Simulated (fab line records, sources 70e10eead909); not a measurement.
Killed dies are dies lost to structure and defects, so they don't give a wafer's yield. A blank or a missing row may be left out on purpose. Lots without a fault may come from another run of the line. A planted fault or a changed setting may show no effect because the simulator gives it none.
Chamber matching | flow nand_harc | NHARC_A_SLIT_ETCH_24 on rie_diel-02: 4 sister chambers
The step etches the open film in CF4/CHF3, target depth 121 nm, time 60.5 s. 7 wafers are shown with their chamber, then 7 later ones without.

WAFERS WITH THEIR CHAMBER
wafer  | chamber | drypump_motor_current_A (A) | rf_vpp_V (V)
L082.3 | 1       | 6.1                         | 368.6
L083.6 | 1       | 6.1                         | 370.4
L087.2 | 0       | 5.7                         | 374.8
L087.3 | 3       | 4.8                         | 369.6
L087.4 | 2       | 5.6                         | 368.9
L086.3 | 3       | 4.8                         | 369.6
L086.4 | 2       | 5.7                         | 366.9

WAFERS WITHOUT THEIR CHAMBER
wafer  | drypump_motor_current_A (A) | rf_vpp_V (V)
L086.5 | 6.1                         | 370.6
L093.1 | 6.1                         | 369.9
L093.5 | 6.1                         | 370.0
L093.6 | 5.8                         | 371.5
L092.1 | 4.8                         | 368.8
L092.2 | 5.6                         | 368.3
L092.4 | 5.7                         | 373.2

WHICH CHAMBER EACH WENT THROUGH
wafer  | from the rows above     | in truth
L086.5 | 1                       | 1
L093.1 | 1                       | 1
L093.5 | 1                       | 1
L093.6 | can't be placed: 0 or 2 | 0
L092.1 | 3                       | 3
L092.2 | 2                       | 2
L092.4 | 0                       | 0
Placed correctly: 6 of 7. Can't be placed from these rows: 1 (the true chamber is among the candidates in 1). Placed wrongly: 0.
How it was worked out, from the rows above alone: a wafer's distance from a chamber is the root of the sum, over the readings, of the square of ((its reading less the chamber's mean) divided by the reading's scatter). The wafer belongs to the nearest chamber; if the next one is less than 2 further off, it can't be placed. A chamber's mean is the mean of its shown wafers. The scatter: the root of (the sum of the squares of (reading less its chamber's mean) over the shown wafers, divided by (wafers less chambers)).
